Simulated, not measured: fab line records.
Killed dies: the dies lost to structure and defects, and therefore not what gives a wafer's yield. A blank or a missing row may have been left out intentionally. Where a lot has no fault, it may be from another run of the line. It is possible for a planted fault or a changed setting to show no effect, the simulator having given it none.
Matching of chambers | flow n5_finfet | 4 sister chambers for N5_BEOL_M0_TRENCH_ETCH_107 on rie_diel-05
The step etches SiOC in C4F6/O2, target depth 32.8 nm, time 16.4 s. 16 wafers are shown with their chamber, then 8 later ones without.

## EACH WAFER AND ITS CHAMBER
wafer  | chamber | showerhead_plenum_p_Torr (Torr) | drypump_motor_current_A (A) | rf_vpp_V (V)
L076.3 | 1       | 2.97                            | 5.81                        | 655
L076.5 | 0       | 2.94                            | 6.32                        | 687
L076.6 | 3       | 3.01                            | 5.80                        | 661
L077.1 | 1       | 2.97                            | 5.80                        | 657
L077.4 | 2       | 2.70                            | 5.61                        | 661
L077.5 | 2       | 2.70                            | 5.61                        | 662
L079.1 | 2       | 2.70                            | 5.61                        | 661
L079.2 | 3       | 3.01                            | 5.79                        | 659
L079.3 | 0       | 2.94                            | 6.31                        | 686
L082.2 | 2       | 2.69                            | 5.63                        | 662
L082.3 | 1       | 2.96                            | 5.78                        | 656
L082.5 | 2       | 2.69                            | 5.63                        | 661
L084.2 | 2       | 2.69                            | 5.61                        | 661
L084.3 | 0       | 2.93                            | 6.29                        | 686
L084.4 | 1       | 2.96                            | 5.78                        | 655
L086.4 | 2       | 2.69                            | 5.63                        | 661

SIGNATURES, as means of the wafers listed above
reading                  | chamber 0 | chamber 1 | chamber 2 | chamber 3 | scatter within a chamber
showerhead_plenum_p_Torr | 2.9367    | 2.9650    | 2.6943    | 3.0100    | 0.00531
drypump_motor_current_A  | 6.3067    | 5.7925    | 5.6186    | 5.7950    | 0.0125
rf_vpp_V                 | 686.33    | 655.75    | 661.29    | 660.00    | 0.755
Rule: a wafer's distance from a chamber is the root of the sum, over the readings, of the square of ((its reading less the chamber's mean) divided by the reading's scatter). If the next closest chamber is less than 2 further off than the closest, the wafer can't be placed; otherwise it belongs to the closest. The scatter: the root of (the sum of the squares of (reading less its chamber's mean) over the shown wafers, divided by (wafers less chambers)).

## WAFERS WITH NO CHAMBER GIVEN
wafer  | showerhead_plenum_p_Torr (Torr) | drypump_motor_current_A (A) | rf_vpp_V (V)
L086.5 | 2.69                            | 5.62                        | 660
L086.6 | 3.00                            | 5.81                        | 660
L090.1 | 2.95                            | 5.79                        | 655
L090.2 | 2.69                            | 5.61                        | 660
L090.3 | 2.93                            | 6.29                        | 686
L091.1 | 2.92                            | 6.32                        | 686
L091.5 | 2.69                            | 5.58                        | 662
L091.6 | 3.00                            | 5.83                        | 660

## THE CHAMBER EACH PASSED THROUGH
wafer  | from the rows above | in truth
L086.5 | 2                   | 2
L086.6 | 3                   | 3
L090.1 | 1                   | 1
L090.2 | 2                   | 2
L090.3 | 0                   | 0
L091.1 | 0                   | 0
L091.5 | 2                   | 2
L091.6 | 3                   | 3
Correctly placed: 8 of 8. Left unplaced by these rows: 0. Placed wrongly: 0.
